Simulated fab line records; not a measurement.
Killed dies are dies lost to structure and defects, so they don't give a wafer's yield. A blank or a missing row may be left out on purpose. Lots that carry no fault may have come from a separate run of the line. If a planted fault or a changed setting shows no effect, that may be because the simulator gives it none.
Split-lot trial + flow n5 finfet + route with 1938 steps; 7 lots, 39 wafers read

## THE SPLIT ITSELF
At N5_DUMMY_GATE_ETCH_31 (etches SiO2 in C4F6/O2, target depth 82.5 nm, time 27.5 s), the setting target depth a was moved away from the recipe's 825 angstrom on 18 of the 39 wafers read, by -11.7% to +12.0%. This setting was run at the recipe's value on the other wafers.

Reading taken at the split's own step.

## THE READING
SOC_of_DUMMY_GATE_COAT_34.thk nm (the simulator's own value, which no gauge read), in nm, at N5_DUMMY_GATE_ETCH_31 (etches SiO2 in C4F6/O2, target depth 82.5 nm, time 27.5 s). The file gives no usual value for it. Average 51.7 nm, standard deviation 0.19 nm, over the 21 wafers here run with the recipe.

| wafer  | tool, chamber at the split | target depth a as run, angstrom | against the recipe | SOC_of_DUMMY_GATE_COAT_34.thk nm, nm | against lot-mates on the recipe |
|--------|----------------------------|---------------------------------|--------------------|--------------------------------------|---------------------------------|
| L078.1 | rie diel-06, 2             | 795.8                           | -3.5%              | 52                                   | +0.5                            |
| L078.2 | rie diel-06, 3             | 795.8                           | -3.5%              | 51.8                                 | +0.3                            |
| L078.3 | rie diel-06, 1             | 825                             | recipe             | 51.6                                 | -                               |
| L078.4 | rie diel-06, 0             | 825                             | recipe             | 51.4                                 | -                               |
| L078.5 | rie diel-06, 0             | 825                             | recipe             | 51.4                                 | -                               |
| L078.6 | rie diel-06, 3             | 795.8                           | -3.5%              | 51.8                                 | +0.3                            |
| L080.1 | rie diel-05, 2             | 924.3                           | +12.0%             | 50.8                                 | -0.9                            |
| L080.2 | rie diel-05, 1             | 924.3                           | +12.0%             | 50.8                                 | -0.9                            |
| L080.3 | rie diel-05, 3             | 924.3                           | +12.0%             | 50.8                                 | -0.9                            |
| L080.4 | rie diel-05, 0             | 825                             | recipe             | 51.8                                 | -                               |
| L080.5 | rie diel-05, 1             | 825                             | recipe             | 51.8                                 | -                               |
| L080.6 | rie diel-05, 2             | 825                             | recipe             | 51.6                                 | -                               |
| L085.1 | rie diel-06, 1             | 825                             | recipe             | 51.6                                 | -                               |
| L085.2 | rie diel-06, 0             | 825                             | recipe             | 51.6                                 | -                               |
| L085.3 | rie diel-06, 2             | 915.4                           | +11.0%             | 51.2                                 | -0.5                            |
| L085.4 | rie diel-06, 3             | 825                             | recipe             | 51.8                                 | -                               |
| L085.5 | rie diel-06, 1             | 915.4                           | +11.0%             | 50.6                                 | -1.1                            |
| L085.6 | rie diel-06, 0             | 915.4                           | +11.0%             | 50.8                                 | -0.9                            |
| L088.1 | rie diel-06, 0             | 739.2                           | -10.4%             | 52.6                                 | +0.6                            |
| L088.2 | rie diel-06, 3             | 825                             | recipe             | 52                                   | -                               |
| L088.3 | rie diel-06, 1             | 825                             | recipe             | 51.8                                 | -                               |
| L088.4 | rie diel-06, 2             | 739.2                           | -10.4%             | 53                                   | +1.0                            |
| L088.5 | rie diel-06, 1             | 739.2                           | -10.4%             | 52.8                                 | +0.8                            |
| L088.6 | rie diel-06, 0             | 825                             | recipe             | 52.2                                 | -                               |
| L090.1 | rie diel-04, 3             | 825                             | recipe             | 51.6                                 | -                               |
| L090.2 | rie diel-04, 0             | 825                             | recipe             | 51.6                                 | -                               |
| L090.3 | rie diel-04, 2             | 728.6                           | -11.7%             | 52.6                                 | +1.0                            |
| L090.4 | rie diel-04, 1             | 728.6                           | -11.7%             | 52.4                                 | +0.8                            |
| L090.5 | rie diel-04, 0             | 728.6                           | -11.7%             | 52.6                                 | +1.0                            |
| L090.6 | rie diel-04, 3             | 825                             | recipe             | 51.6                                 | -                               |
| L093.1 | rie diel-06, 3             | 825                             | recipe             | 52                                   | -                               |
| L093.2 | rie diel-06, 0             | 825                             | recipe             | 51.8                                 | -                               |
| L093.4 | rie diel-06, 1             | 825                             | recipe             | 51.6                                 | -                               |
| L096.1 | rie diel-04, 0             | 825                             | recipe             | 51.8                                 | -                               |
| L096.2 | rie diel-04, 1             | 775                             | -6.1%              | 52                                   | +0.3                            |
| L096.3 | rie diel-04, 2             | 825                             | recipe             | 51.6                                 | -                               |
| L096.4 | rie diel-04, 0             | 825                             | recipe             | 51.6                                 | -                               |
| L096.5 | rie diel-04, 1             | 775                             | -6.1%              | 52.2                                 | +0.5                            |
| L096.6 | rie diel-04, 2             | 775                             | -6.1%              | 51.8                                 | +0.1                            |

THE FIT
A straight line over all 39 wafers: SOC_of_DUMMY_GATE_COAT_34.thk nm changes by -0.0779 nm for each +1% of target depth a; r = -0.93; the points scatter about the line by 0.21 nm.
The same after taking each lot's own level away (the mean of its wafers on the recipe; 39 wafers): -0.0762 nm for each +1%; r = -0.96; scatter 0.14 nm.
The reading moves by 0.92 nm for the largest change in target depth a, on that fit.
From 51.47 to 52.00 nm: that is the span of the lots' own levels, equal to 2.8 times the standard deviation above.
So the lot-to-lot level changes the slope little: the two slopes agree.
Check: with one of the wafers moved furthest among these (+12.0%) left out of the fit, the line predicts -0.909 nm for it against its lot-mates. It came out at -0.933 nm against them.

## OTHER SPLITS APPLIED TO THESE WAFERS
Note: prior to the reading, these wafers also went through further splits. Each is held against what the fit with the lots' levels taken away leaves over:
| other split on the same wafers  | wafers away from the commonest value | r with SOC_of_DUMMY_GATE_COAT_34.thk nm (lot level and that fit taken away) |
|---------------------------------|--------------------------------------|-----------------------------------------------------------------------------|
| N5_FIN_CUT_CUT_ETCH_26 time s   | 12                                   | +0.01                                                                       |
| N5_DUMMY_GATE_EXPOSE_12 dose mj | 9                                    | -0.22                                                                       |

## THE WHOLE CHAIN: every reading that the file lists as answering this split, in the file's order
| step                  | what it does                                              | reading                                                                           | change (the file's fit)                | r (the file's) |
|-----------------------|-----------------------------------------------------------|-----------------------------------------------------------------------------------|----------------------------------------|----------------|
| N5_DUMMY_GATE_ETCH_31 | etches SiO2 in C4F6/O2, target depth 82.5 nm, time 27.5 s | etch.depth nm (the simulator's own value, which no gauge read)                    | +0.855 nm for each +1% of the setting  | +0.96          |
| N5_DUMMY_GATE_ETCH_31 | etches SiO2 in C4F6/O2, target depth 82.5 nm, time 27.5 s | SOC_of_DUMMY_GATE_COAT_34.thk nm (the simulator's own value, which no gauge read) | -0.0763 nm for each +1% of the setting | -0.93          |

## THE FILE'S OWN FIT
SOC_of_DUMMY_GATE_COAT_34.thk nm changes by -0.0763 nm for each +1% of target depth a, r = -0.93.
